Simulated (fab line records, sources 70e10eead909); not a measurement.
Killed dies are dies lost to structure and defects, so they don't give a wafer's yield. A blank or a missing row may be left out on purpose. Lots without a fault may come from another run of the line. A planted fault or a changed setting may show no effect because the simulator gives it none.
One fault seen from 3 desks | flow nand_harc | each desk has only its own numbers; what lay behind them comes last

THE DEFECT DESK
What the inspections along the route counted, lot by lot: means of the sampled wafers that have a number. A lot is out of limits, marked OUT, if its mean lies more than 4 standard deviations from the usual mean; the brackets give that distance.
Columns: A = raw_defect_count at NHARC_A_SOURCE_PLATE_INSPECT_08, usual 65
lot  | first seen here | A
L732 | day 7 22:13     | 48
L734 | day 9 01:09     | 78
L747 | day 14 12:47    | 75
L748 | day 14 20:35    | 53
L749 | day 15 14:51    | 47
L752 | day 16 17:29    | 89
This desk's finding: nothing out of limits on any of the 6 lots.

THE METROLOGY DESK
What the gauges read, lot by lot, whatever tool the lot ran on: means of the sampled wafers that have a number. A lot is out of limits, marked OUT, if its mean lies more than 4 standard deviations from the usual mean; the brackets give that distance.
Columns: A = thk_nm at NHARC_A_SOURCE_PLATE_THK_MEAS_06, usual 199.6 nm; B = thk_nm at NHARC_A_ONON_D1_THK_MEAS_02, usual 1000 nm; C = thk_nm at NHARC_A_ONON_D1_THK_MEAS_05, usual 1005 nm; D = thk_nm at NHARC_A_ONON_D1_THK_MEAS_08, usual 1002 nm; E = thk_nm at NHARC_A_ONON_D1_THK_MEAS_11, usual 1002 nm; F = thk_nm at NHARC_A_ONON_D1_THK_MEAS_14, usual 1002 nm
lot  | first seen here | A     | B    | C    | D    | E    | F
L732 | day 7 22:09     | 197.8 | 1004 | 1004 | 992  | 1011 | 1011
L734 | day 9 01:04     | 198.9 | 1001 | 988  | 994  | 1000 | 1010
L747 | day 14 12:41    | 201.1 | 1006 | 1000 | 990  | 997  | 1002
L748 | day 14 20:30    | 199.7 | 998  | 1015 | 1010 | 1007 | 797 (-24) OUT
L749 | day 15 14:45    | 195.6 | 1001 | 1006 | 1014 | 993  | 793 (-25) OUT
L752 | day 16 17:25    | 200.4 | 1003 | 1004 | 999  | 1004 | 994
This desk's finding: out of limits on L748, L749; first on L748, day 14 23:25 (thk_nm at NHARC_A_ONON_D1_THK_MEAS_14). In limits: L732, L734, L747, L752.

THE TOOL OWNER'S DESK: pecvd_onon-02
The tool's own readings at NHARC_A_ONON_D1_DEP_12 (target thk 1000 nm): means of the sampled wafers that have a number, for each lot that ran on this tool. A lot is out of limits, marked OUT, if its mean lies more than 4 standard deviations from the usual mean; the brackets give that distance.
Columns: A = nh3_flow_sccm at NHARC_A_ONON_D1_DEP_12, usual 499.9 sccm; B = susceptor_temp_C at NHARC_A_ONON_D1_DEP_12, usual 399.98 C
lot  | first seen here | A     | B
L732 | day 8 00:39     | 499.7 | 400.11
L748 | day 14 22:58    | 498.2 | 399.80
L749 | day 15 17:13    | 501.6 | 400.18
This desk's finding: nothing out of limits on any of the 3 lots.

PUT TOGETHER
The metrology desk could have raised an alarm at day 14 23:25, on L748, L749.
The defect desk saw nothing out of limits.
The tool owner's desk saw nothing out of limits.
The defect desk has L748, L749 on record, within its limits.
The tool owner's desk has L748, L749 on record, within its limits.
Of the lots named, all ran NHARC_A_ONON_D1_DEP_12 on pecvd_onon-02.

WHAT THE SIMULATOR HAD PUT IN
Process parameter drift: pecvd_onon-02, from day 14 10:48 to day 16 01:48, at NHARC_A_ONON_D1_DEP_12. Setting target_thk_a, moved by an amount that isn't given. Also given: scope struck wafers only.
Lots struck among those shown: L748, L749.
Hours from the fault's start to each desk's first reading out of limits: the metrology desk, 13.
